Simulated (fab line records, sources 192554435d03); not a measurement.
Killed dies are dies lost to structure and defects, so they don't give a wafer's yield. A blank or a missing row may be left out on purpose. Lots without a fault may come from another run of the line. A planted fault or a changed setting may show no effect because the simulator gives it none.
Which tool did it? | flow n5_finfet | 12 lots, 36 wafers sampled, at 1 step of a route of 1938

WHAT THE GAUGES READ, wafer by wafer
N5_BEOL_M14_INSPECT_12: inspects for defects (macro).
lot  | measured     | on                | raw_defect_count
L075 | day 11 10:51 | defect_inspect-02 | 2 1 4
L080 | day 12 15:34 | defect_inspect-02 | 3 1 2
L078 | day 12 20:23 | defect_inspect-01 | 0 3 0
L083 | day 12 22:49 | defect_inspect-01 | 1 3 0
L081 | day 13 11:51 | defect_inspect-01 | 0 2 3
L085 | day 14 09:56 | defect_inspect-02 | 3 0 2
L088 | day 14 23:42 | defect_inspect-02 | 2 3 2
L089 | day 15 14:16 | defect_inspect-02 | 1 3 1
L090 | day 16 02:20 | defect_inspect-02 | 2 4 1
L093 | day 16 09:36 | defect_inspect-01 | 3 1 0
L094 | day 16 23:46 | defect_inspect-01 | 1 1 4
L097 | day 17 12:35 | defect_inspect-01 | 4 4 2

WHICH TOOL RAN EACH LOT (tool, then ch and the chambers of the sampled wafers, then the start)
The record holds no process step before these readings.

THE ANSWER, worked out from the rows above alone
Rule: what is usual is taken from the lots themselves. Put in order of their means at a reading, lots are off if they are a third of the lots or fewer, leave a main group of 4 or more, and stand apart from it by a gap of 3 or more times the standard deviation of the main group's means; of several such gaps the widest counts. A main group whose means are all the same, to the digits that the tables above print for the reading, isn't used. A lot without any number at a reading at which 4 lots or more have one is off too. The other lots that the step has rows for count as sound.
No lot is off at any reading shown: from this, nothing can be told.

WHAT THE SIMULATOR HAD PUT IN
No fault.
